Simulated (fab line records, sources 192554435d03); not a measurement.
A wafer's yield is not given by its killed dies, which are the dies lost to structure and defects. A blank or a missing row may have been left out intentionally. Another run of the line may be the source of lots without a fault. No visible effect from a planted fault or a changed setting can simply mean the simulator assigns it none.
Chamber matching + flow n5_finfet + N5_BEOL_M9_ALD_74 on ald_metal-03: 4 sister chambers
The step deposits TaN, target thk 2 nm, pulse time 2 s, purge time 3 s. 8 wafers are shown with their chamber, then 12 later ones without.

== EACH WAFER AND ITS CHAMBER ==
| wafer  | chamber | heater_power_w (W) | susceptor_temp_C (C) |
|--------|---------|--------------------|----------------------|
| L081.2 | 3       | 466                | 274.86               |
| L088.5 | 3       | 481                | 274.85               |
| L091.2 | 1       | 463                | 274.77               |
| L091.3 | 2       | 414                | 274.75               |
| L091.4 | 0       | 377                | 274.84               |
| L090.1 | 0       | 373                | 275.05               |
| L090.2 | 2       | 416                | 274.79               |
| L090.5 | 1       | 468                | 274.66               |

== WAFERS WITHOUT THEIR CHAMBER ==
| wafer  | heater_power_w (W) | susceptor_temp_C (C) |
|--------|--------------------|----------------------|
| L092.1 | 379                | 274.73               |
| L092.2 | 461                | 274.83               |
| L092.6 | 414                | 275.29               |
| L093.3 | 376                | 274.78               |
| L093.5 | 414                | 275.06               |
| L093.6 | 456                | 275.19               |
| L096.2 | 419                | 275.23               |
| L096.5 | 369                | 274.59               |
| L096.6 | 466                | 274.68               |
| L095.2 | 376                | 275.07               |
| L095.3 | 469                | 275.16               |
| L095.6 | 470                | 275.32               |

== WHICH CHAMBER EACH ONE RAN IN ==
| wafer  | from the rows above     | in truth |
|--------|-------------------------|----------|
| L092.1 | 0                       | 0        |
| L092.2 | can't be placed: 1 or 3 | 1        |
| L092.6 | can't be placed: 2 or 0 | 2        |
| L093.3 | 0                       | 0        |
| L093.5 | 2                       | 2        |
| L093.6 | can't be placed: 3 or 1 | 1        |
| L096.2 | 2                       | 2        |
| L096.5 | 0                       | 0        |
| L096.6 | 1                       | 1        |
| L095.2 | 0                       | 0        |
| L095.3 | can't be placed: 3 or 1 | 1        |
| L095.6 | can't be placed: 3 or 1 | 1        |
7 of 12 placed correctly. Not placeable from these rows: 5 (in 5, the candidates include the true chamber). Placed wrongly: 0.
How it was worked out, from the rows above alone: a wafer's distance from a chamber is the root of the sum, over the readings, of the square of ((its reading less the chamber's mean) divided by the reading's scatter). The wafer belongs to the nearest chamber; if the next one is less than 2 further off, it can't be placed. The mean given for a chamber averages the wafers shown for that chamber. The scatter: take each reading less its chamber's mean, square it, sum over the shown wafers, divide by the number of wafers less the number of chambers, and take the root.
